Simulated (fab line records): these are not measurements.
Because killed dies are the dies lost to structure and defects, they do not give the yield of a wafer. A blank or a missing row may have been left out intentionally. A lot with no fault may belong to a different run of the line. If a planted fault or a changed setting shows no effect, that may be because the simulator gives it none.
Matching of chambers ; flow n5-finfet ; N5_ILD0_CMP_12 on cmp-02 has 4 sister chambers
The step polishes SiNx, stops on poly-Si, t overpolish 6 s, target thk 17.67 nm. 4 wafers are shown with their chamber, then 10 later ones without.

EACH WAFER AND ITS CHAMBER
wafer;chamber;motor-current-A (A)
L083.2;0;8.3
L088.1;3;10.4
L088.5;2;11.2
L090.5;1;11.8

WAFERS MISSING THEIR CHAMBER
wafer;motor-current-A (A)
L090.6;7.9
L076.2;10.3
L076.3;7.9
L076.5;9.9
L095.1;9.8
L095.3;11.8
L095.6;10.4
L097.1;10.2
L097.3;11.6
L097.6;10.0

EACH ONE'S CHAMBER
wafer;from the rows above;in truth
L090.6;0;0
L076.2;3;3
L076.3;0;0
L076.5;3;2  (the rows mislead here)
L095.1;3;3
L095.3;can't be placed: 1 or 2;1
L095.6;3;3
L097.1;3;3
L097.3;can't be placed: 1 or 2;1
L097.6;3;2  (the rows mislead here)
Placed correctly: 6 of 10. Unplaceable from these rows: 2, with the true chamber sitting among the candidates in 2. Placed wrongly: 2.
How it was worked out, from the rows above alone: a wafer's distance from a chamber is the root of the sum, over the readings, of the square of ((its reading less the chamber's mean) divided by the reading's scatter). If the next closest chamber is less than 2 further off than the closest, the wafer can't be placed; otherwise it belongs to the closest. Each chamber's mean is taken over the wafers shown for it. The scatter: root of mean squared gap, hidden wafer to nearest shown wafer, with one shown wafer a chamber.
